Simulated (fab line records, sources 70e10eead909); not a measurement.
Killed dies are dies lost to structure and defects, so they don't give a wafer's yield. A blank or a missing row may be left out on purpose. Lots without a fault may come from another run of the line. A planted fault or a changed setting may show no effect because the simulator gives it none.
Problem report in the 8D (eight disciplines) form, filled by code | flow nand_harc | the parts of the form that need people (team, actions taken, sign-off) are left out

1. THE PROBLEM
heater_power_total_W at NHARC_A_CHANNEL_HOLE_D2_PEB_08 reads a mean of 162.2 W on 6 wafers of 2 lots; wafers without a fault read 156.6 W with a standard deviation of 0.43. That is +13 standard deviations from the usual mean.
The step: peb time 65 s.
First seen on wafer L427.1, day 15 00:02, on litho_track-04. The record holds 33 wafers of 11 lots with a number at this step. Rule for "out", or "out of limits": more than 4 standard deviations from the usual mean. The other wafers with a number count as sound.

2. WHAT IT IS AND WHAT IT IS NOT
question                    | is                     | is not
which readings at this step | heater_power_total_W   | -
which lots                  | L427, L428             | L424, L436, L437, L438, L440, L442, L444, L445, L446
which wafers of those lots  | all that have a number | -
read on which tools         | litho_track-04         | litho_track-01, litho_track-06
when                        | from day 15 00:02      | up to then (3 sound wafers); but 24 sound wafers of L436, L437, L438, L440, L442, L444, L445, L446 came after

3. SUSPECTS, AND WHAT RULES EACH OUT
Counting: a tool at a process step up to the reading stays a suspect if it ran every lot that is out and no sound lot after the first of them.
- litho_track-04 at NHARC_A_CHANNEL_HOLE_D2_PEB_08 (peb time 65 s): ruled out as a lasting fault. Sound lots L438, L440, L446 ran on it after its first lot that is out, L427 (day 15 00:02).
Left after counting: nothing in the record.

4. THE CAUSE (what the simulator had put in)
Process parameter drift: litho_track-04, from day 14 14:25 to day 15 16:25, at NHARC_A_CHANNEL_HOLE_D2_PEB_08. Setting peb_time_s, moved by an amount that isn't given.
Counting ruled it out, wrongly.

5. THE CHAIN OF EFFECTS, in route order
Each row: a reading whose mean over the struck wafers that have a number lies more than 3 standard deviations from the usual. Only readings for which the record gives a usual standard deviation are gone through. hours: the time from each lot's start at the first step in this table that gives one to its start at this step, as a median over the lots. sigmas: the change in usual standard deviations.
hours | step                               | reading              | usual    | on struck wafers | change | sigmas
0     | NHARC_A_CHANNEL_HOLE_D2_PEB_08     | heater_power_total_W | 156.6 W  | 162.2            | +5.6   | +13
0     | NHARC_A_CHANNEL_HOLE_D2_CD_MEAS_10 | cd_nm                | 100.1 nm | 98.2             | -1.9   | -3.6
The process steps in it:
- NHARC_A_CHANNEL_HOLE_D2_PEB_08: peb time 65 s.
Later measuring or inspecting steps at which every struck wafer that the step has a row for has a number for every such reading, and none has moved that far: NHARC_END_SORT_01.

6. WHAT WOULD HAVE CAUGHT IT SOONER
In this record the first reading out of limits was taken at day 15 00:02, 10 hours after the fault began at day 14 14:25.
